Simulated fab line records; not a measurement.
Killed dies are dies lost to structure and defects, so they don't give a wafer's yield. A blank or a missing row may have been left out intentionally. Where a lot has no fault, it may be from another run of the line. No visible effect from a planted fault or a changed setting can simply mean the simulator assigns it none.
Code-filled problem report in 8D (eight disciplines) form :: flow n5_finfet :: the parts of the form that need people (team, actions taken, sign-off) are left out

== 1. THE ISSUE ==
At N5_BEOL_M5_COAT_66, spin_speed_rpm averages 1424.7 rpm over 6 wafers from 2 lots, while fault-free wafers read 1500.1 rpm, standard deviation 1. That puts it -75 standard deviations away from the usual mean.
The step: time 60 s, resist thk 12 nm.
The first sign was on wafer L208.2 at day 10 07:46, on litho_track-03. The record holds 12 wafers of 4 lots with a number at this step. Rule for "out" (also "out of limits"): further than 4 standard deviations from the usual mean. Any other wafer with a number is counted as sound.

== 2. WHAT THIS IS AND IS NOT ==
question: which readings at this step
is: spin_speed_rpm
is not: -

question: which lots
is: L208, L210
is not: L204, L217

question: which wafers of those lots
is: all that have a number
is not: -

question: read on which tools
is: litho_track-03
is not: litho_track-02

question: when
is: from day 10 07:46
is not: up to then (3 sound wafers); but 3 sound wafers of L217 came after

== 3. SUSPECTS, AND WHAT RULES EACH OUT ==
Counting: a tool at any process step up to the reading remains a suspect when it ran all the lots that are out and ran no sound lot after the first of those.
- litho_track-03 at N5_BEOL_M5_COAT_66 (time 60 s, resist thk 12 nm): kept. It ran every lot that is out, first L208 (day 10 07:46), and no sound lot after that; its last sound lot up to then is L204 (day 9 03:23). On those wafers its own readings are out: spin_speed_rpm.
The count leaves litho_track-03 at N5_BEOL_M5_COAT_66.

== 4. THE CAUSE (what the simulator had put in) ==
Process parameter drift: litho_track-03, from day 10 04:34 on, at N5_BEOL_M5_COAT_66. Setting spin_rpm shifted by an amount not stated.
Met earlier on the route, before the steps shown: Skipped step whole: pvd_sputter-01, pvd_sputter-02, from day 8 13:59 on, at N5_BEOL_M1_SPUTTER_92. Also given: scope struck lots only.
Only this tool survived the counting.

== 5. SEQUENCE OF EFFECTS, ordered by route ==
Each row: a reading whose mean over the struck wafers that have a number lies more than 3 standard deviations from the usual. Scope: only readings with a usual standard deviation given in the record; hours: median across lots of the time from each lot's start at the first step in this table that gives one to its start at this step; sigmas: change in usual standard deviations.
hours: 0
step: N5_BEOL_M5_COAT_66
reading: spin_speed_rpm
usual: 1500.1 rpm
on struck wafers: 1424.7
change: -75.4
sigmas: -75
It contains these process steps:
- N5_BEOL_M5_COAT_66: time 60 s, resist thk 12 nm.

== 6. HOW IT WOULD HAVE BEEN CAUGHT EARLIER ==
The fault began at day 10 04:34; the first out-of-limits reading in this record came at day 10 07:46, 3 hours later.
